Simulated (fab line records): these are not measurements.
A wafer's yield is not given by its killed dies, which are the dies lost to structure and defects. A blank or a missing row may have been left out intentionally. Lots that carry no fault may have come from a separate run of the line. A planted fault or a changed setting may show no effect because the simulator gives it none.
Which tool is to blame? | flow nand_harc | Sampling: 6 lots, 18 wafers, 4 of 1302 route steps

## WHAT THE GAUGES READ, wafer by wafer
NHARC_END_SORT_01.
lot  | measured     | on        | killed_at_other
L375 | day 25 11:08 | prober-01 | 0 1 1
L377 | day 26 04:21 | prober-01 | 0 0 1
L381 | day 30 00:35 | prober-02 | 0 1 0
L386 | day 30 02:20 | prober-01 | 0 1 1
L388 | day 30 19:02 | prober-01 | 2 0 0
L396 | day 35 00:49 | prober-01 | 0 1 0

## WHICH TOOL RAN EACH LOT (tool, then ch and the chambers of the sampled wafers, then the start)
lot  | NHARC_P_M1_DESCUM_14               | NHARC_P_M1_ETCH_15                            | NHARC_P_M1_STRIP_19
L375 | rie_diel-13 ch 0,1,2, day 6 23:05  | rie_diel-13 ch 0,2,3, day 6 23:54 or earlier  | wet_bench-08 ch 0,3,4, day 6 23:54
L377 | rie_diel-04 ch 0,1,3, day 7 23:26  | rie_diel-04 ch 1,2,3, day 8 00:12 or earlier  | wet_bench-08 ch 3,4,6, day 8 00:12
L381 | rie_diel-13 ch 0,1, day 9 13:30    | rie_diel-13 ch 1,3, day 9 14:21 or earlier    | wet_bench-10 ch 0,1,4, day 9 14:21
L386 | rie_diel-13 ch 0,3, day 11 17:47   | rie_diel-13 ch 1,3, day 11 18:43 or earlier   | wet_bench-10 ch 1,4,5, day 11 18:43
L388 | rie_diel-13 ch 0,2,3, day 12 16:18 | rie_diel-13 ch 0,2, day 12 17:06 or earlier   | wet_bench-08 ch 1,5,6, day 12 17:06
L396 | rie_diel-13 ch 0,2,3, day 15 22:05 | rie_diel-13 ch 0,2,3, day 15 22:55 or earlier | wet_bench-10 ch 1,4,6, day 15 22:55
- NHARC_P_M1_DESCUM_14: chemistry O2, time 3 s.
- NHARC_P_M1_ETCH_15: etches the open film in C4F8/Ar, target depth 182.5 nm, time 91.2 s.
- NHARC_P_M1_STRIP_19: strips in post etch residue remover, time 600 s.

## THE ANSWER, worked out from the rows above alone
Rule: what is usual is taken from the lots themselves. Put in order of their means at a reading, lots are off if they are a third of the lots or fewer, leave a main group of 4 or more, and stand apart from it by a gap of 3 or more times the standard deviation of the main group's means; of several such gaps the widest counts. Not used: any main group whose means are identical at the precision the tables above print for the reading. Also off: a lot with no number at a reading for which 4 or more lots have one. Any other lot the step has rows for is counted as sound.
Across all readings shown, no lot is off: no conclusion can be drawn from this.

## WHAT THE SIMULATOR HAD PUT IN
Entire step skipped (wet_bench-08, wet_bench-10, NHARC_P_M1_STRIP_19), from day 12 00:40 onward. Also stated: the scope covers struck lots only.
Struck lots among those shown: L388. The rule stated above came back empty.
